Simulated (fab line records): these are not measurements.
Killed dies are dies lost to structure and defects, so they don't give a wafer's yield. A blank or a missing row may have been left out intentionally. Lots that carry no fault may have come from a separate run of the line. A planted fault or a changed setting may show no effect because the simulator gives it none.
Matching of chambers ; flow n5 finfet ; 3 sister chambers for N5_BEOL_M10_CURE_71 on uv cure-02
The step cures SiCOH lowk, time 240 s. 22 wafers are shown with their chamber, then 11 later ones without.

EACH WAFER AND ITS CHAMBER
wafer;chamber;wafer_temp_C_max;lamp power pct (%)
L075.3;0;386.9;52.39
L075.4;0;386.9;52.41
L075.6;0;387.1;52.35
L078.2;2;386.6;52.32
L078.4;2;387.0;52.34
L078.5;2;387.0;52.26
L081.1;0;386.8;52.32
L081.2;0;387.6;52.33
L081.5;0;387.7;52.41
L083.1;1;386.9;52.33
L083.2;1;386.2;52.22
L083.5;1;387.2;52.33
L085.2;0;387.6;52.30
L085.4;0;387.1;52.31
L085.6;0;386.8;52.32
L084.1;2;387.3;52.37
L084.5;2;387.4;52.27
L084.6;2;386.5;52.33
L087.1;2;386.5;52.43
L087.2;2;386.6;52.39
L087.6;2;386.9;52.33
L092.2;1;386.5;52.30

SIGNATURES (averages over the wafers above)
reading;chamber 0;chamber 1;chamber 2;scatter within a chamber
wafer_temp_C_max;387.167;386.700;386.867;0.368
lamp power pct;52.3489;52.2950;52.3378;0.0495
Rule: a wafer lies at a distance from a chamber equal to the root of the sum of squares, over the readings, of (its reading less the chamber's mean, divided by the reading's scatter). The wafer belongs to the nearest chamber; if the next one is less than 2 further off, it can't be placed. How the scatter is found: for the shown wafers, subtract from each reading the mean of its chamber, square and add these, divide the total by (wafers less chambers), then take the root.

WAFERS WITH NO CHAMBER GIVEN
wafer;wafer_temp_C_max;lamp power pct (%)
L092.5;386.1;52.23
L092.6;387.1;52.36
L093.1;387.1;52.32
L093.2;387.0;52.29
L093.3;386.7;52.23
L095.2;387.1;52.30
L095.4;386.9;52.31
L095.5;387.1;52.22
L097.4;386.4;52.30
L097.5;386.7;52.37
L097.6;387.1;52.30

EACH ONE'S CHAMBER
wafer;from the rows above;in truth
L092.5;can't be placed: 1 or 2 or 0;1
L092.6;can't be placed: 0 or 2 or 1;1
L093.1;can't be placed: 0 or 2 or 1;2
L093.2;can't be placed: 1 or 2 or 0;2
L093.3;can't be placed: 1 or 2 or 0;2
L095.2;can't be placed: 2 or 0 or 1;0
L095.4;can't be placed: 2 or 1 or 0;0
L095.5;can't be placed: 1 or 2 or 0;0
L097.4;can't be placed: 1 or 2 or 0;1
L097.5;can't be placed: 2 or 0 or 1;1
L097.6;can't be placed: 2 or 0 or 1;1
Correct placement for 0 of the 11. Not placeable from these rows: 11 (in 11, the candidates include the true chamber). 0 placed wrongly.
